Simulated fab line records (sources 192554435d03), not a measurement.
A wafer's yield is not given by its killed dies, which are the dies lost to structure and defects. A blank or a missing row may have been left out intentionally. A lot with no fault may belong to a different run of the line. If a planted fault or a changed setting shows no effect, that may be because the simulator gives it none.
Split-lot study + flow n5Finfet + route with 1938 steps; 7 lots, 21 wafers read

ABOUT THE SPLIT
At N5_SD_EPI_N_EPI_21 (deposits Si:P, time 690 s), the setting tempC was moved away from the recipe's 680 C on 10 of the 21 wafers read, by -0.2% to +0.6%. The other wafers ran this setting at the recipe's value.

FROM THE SPLIT TO THE READING: what the file shows between them, 9 steps
- N5_SD_EPI_N_PRECLEAN_24: cleans in O3/DIW, time 60 s
- N5_SD_EPI_P_EPI_21: deposits SiGe:B, time 355 s
- N5_SD_EPI_P_HM_STRIP_48: strips SiNx in H3PO4, material SiNx, target depth 3 nm
- N5_SD_EPI_P_SRD_49: time 30 s
- N5_SD_EPI_P_PRECLEAN_24: cleans in O3/DIW, time 45 s
- N5_SD_EPI_P_PRECLEAN_32: cleans in dHF, time 10 s
- N5_SD_EPI_P_PRECLEAN_33: cleans in SC2, time 45 s
- N5_SD_ACTIVATION_RTA_00: time 0 s
- N5_SD_ACTIVATION_LSA_01: time 0.0008 s

THE READING
Measured at N5_SD_ACTIVATION_RS_MEAS_03 by four-point probe: RS_SD_N, in ohm/sq. On this fab line, fault-free wafers typically give 21.93 ohm/sq with a standard deviation of 0.28 ohm/sq.

| wafer  | tool, chamber at the split | tempC as run, C | against the recipe | RS_SD_N, ohm/sq | against lot-mates on the recipe |
|--------|----------------------------|-----------------|--------------------|-----------------|---------------------------------|
| L074.2 | epiRpcvd-01, 0             | 678.7           | -0.2%              | 21.95           | no lot-mate on the recipe       |
| L074.3 | epiRpcvd-01, 0             | 678.7           | -0.2%              | 22.27           | no lot-mate on the recipe       |
| L074.4 | epiRpcvd-01, 0             | 678.7           | -0.2%              | 22.07           | no lot-mate on the recipe       |
| L075.3 | epiRpcvd-02, 0             | 680             | recipe             | 21.95           | -                               |
| L075.4 | epiRpcvd-02, 0             | 680             | recipe             | 22.35           | -                               |
| L075.5 | epiRpcvd-02, 0             | 680             | recipe             | 22.37           | -                               |
| L076.2 | epiRpcvd-01, 0             | 680             | recipe             | 21.65           | -                               |
| L076.5 | epiRpcvd-01, 0             | 682             | +0.3%              | 21.04           | -0.61                           |
| L076.6 | epiRpcvd-01, 0             | 682             | +0.3%              | 21.06           | -0.59                           |
| L087.1 | epiRpcvd-02, 0             | 684.1           | +0.6%              | 19.96           | -2.21                           |
| L087.2 | epiRpcvd-02, 0             | 684.1           | +0.6%              | 20.19           | -1.98                           |
| L087.4 | epiRpcvd-02, 0             | 680             | recipe             | 22.17           | -                               |
| L093.2 | epiRpcvd-02, 0             | 683.4           | +0.5%              | 20.54           | no lot-mate on the recipe       |
| L093.3 | epiRpcvd-02, 0             | 683.4           | +0.5%              | 20.66           | no lot-mate on the recipe       |
| L093.4 | epiRpcvd-02, 0             | 683.4           | +0.5%              | 20.62           | no lot-mate on the recipe       |
| L094.1 | epiRpcvd-03, 0             | 680             | recipe             | 21.41           | -                               |
| L094.2 | epiRpcvd-03, 0             | 680             | recipe             | 21.74           | -                               |
| L094.5 | epiRpcvd-03, 0             | 680             | recipe             | 21.60           | -                               |
| L095.3 | epiRpcvd-03, 0             | 680             | recipe             | 22.05           | -                               |
| L095.4 | epiRpcvd-03, 0             | 680             | recipe             | 22.11           | -                               |
| L095.5 | epiRpcvd-03, 0             | 680             | recipe             | 22.08           | -                               |

FIT RESULTS
A straight line over all 21 wafers: RS_SD_N changes by -2.64 ohm/sq for each +1% of tempC; r = -0.93; the points scatter about the line by 0.28 ohm/sq.
The same after taking each lot's own level away (the mean of its wafers on the recipe; 15 wafers): -3.26 ohm/sq for each +1%; r = -0.97; scatter 0.19 ohm/sq.
On that fit, the largest move of tempC shifts the reading by 2 ohm/sq.
The span of the lots' own levels, 21.583 to 22.223 ohm/sq, comes to 2.3 times the standard deviation stated above.
So the lot-to-lot level changes the slope: the two fits differ.
Check: for one of the wafers moved furthest among these (+0.6%), held out of the fit, the line's prediction against its lot-mates is -1.75 ohm/sq. It came out at -2.21 ohm/sq against them.

THE WHOLE CHAIN: every reading that the file lists as answering this split, in the file's order
| step                        | what it does                                           | reading                                                                        | change (the file's fit)              | r (the file's) |
|-----------------------------|--------------------------------------------------------|--------------------------------------------------------------------------------|--------------------------------------|----------------|
| N5_SD_EPI_N_EPI_21          | deposits Si:P, time 690 s                              | Si-P_of_SD_EPI_N_EPI_21.thkNm (the simulator's own value, which no gauge read) | +9.27 nm for each +1% of the setting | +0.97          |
| N5_SD_EPI_P_HM_STRIP_48     | strips SiNx in H3PO4, material SiNx, target depth 3 nm | Si-P_of_SD_EPI_N_EPI_21.thkNm (the simulator's own value, which no gauge read) | +8.93 nm for each +1% of the setting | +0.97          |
| N5_SD_EPI_P_PRECLEAN_24     | cleans in O3/DIW, time 45 s                            | Si-P_of_SD_EPI_N_EPI_21.thkNm (the simulator's own value, which no gauge read) | +9 nm for each +1% of the setting    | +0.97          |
| N5_SD_ACTIVATION_RS_MEAS_03 | measures by four-point-probe                           | RS_SD_N                                                                        | -3.2 for each +1% of the setting     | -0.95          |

FILE'S OWN FIT
RS_SD_N changes by -3.2 ohm/sq for each +1% of tempC, r = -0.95.
